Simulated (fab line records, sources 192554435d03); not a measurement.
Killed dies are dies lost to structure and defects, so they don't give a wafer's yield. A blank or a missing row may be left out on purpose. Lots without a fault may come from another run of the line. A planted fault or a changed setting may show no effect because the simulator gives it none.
Chamber matching | flow n5_finfet | N5_BEOL_M5_CO_CAP_78 on cvd_co-02: 3 sister chambers
The step material Co, precursor CCTBA/H2, target thk 2 nm, time 102.1 s. 6 wafers are shown with their chamber, then 12 later ones without.

WAFERS WITH THEIR CHAMBER
wafer  | chamber | heater_power_outer_w (W) | heater_power_w (W)
L086.6 | 1       | 135                      | 237
L087.5 | 0       | 137                      | 275
L087.6 | 2       | 119                      | 231
L089.1 | 0       | 136                      | 266
L089.2 | 2       | 117                      | 232
L089.3 | 1       | 134                      | 237

WAFERS WITHOUT THEIR CHAMBER
wafer  | heater_power_outer_w (W) | heater_power_w (W)
L090.1 | 136                      | 242
L090.3 | 137                      | 267
L090.5 | 119                      | 228
L095.2 | 136                      | 226
L095.5 | 138                      | 270
L095.6 | 133                      | 225
L094.3 | 115                      | 225
L094.4 | 114                      | 225
L094.6 | 137                      | 231
L097.2 | 136                      | 233
L097.4 | 117                      | 228
L097.6 | 135                      | 276

WHICH CHAMBER EACH WENT THROUGH
wafer  | from the rows above | in truth
L090.1 | 1                   | 1
L090.3 | 0                   | 0
L090.5 | 2                   | 2
L095.2 | 1                   | 1
L095.5 | 0                   | 0
L095.6 | 1                   | 1
L094.3 | 2                   | 2
L094.4 | 2                   | 2
L094.6 | 1                   | 1
L097.2 | 1                   | 1
L097.4 | 2                   | 2
L097.6 | 0                   | 0
Placed correctly: 12 of 12. Can't be placed from these rows: 0. Placed wrongly: 0.
How it was worked out, from the rows above alone: a wafer's distance from a chamber is the root of the sum, over the readings, of the square of ((its reading less the chamber's mean) divided by the reading's scatter). The wafer belongs to the nearest chamber; if the next one is less than 2 further off, it can't be placed. A chamber's mean is the mean of its shown wafers. The scatter: the root of (the sum of the squares of (reading less its chamber's mean) over the shown wafers, divided by (wafers less chambers)).
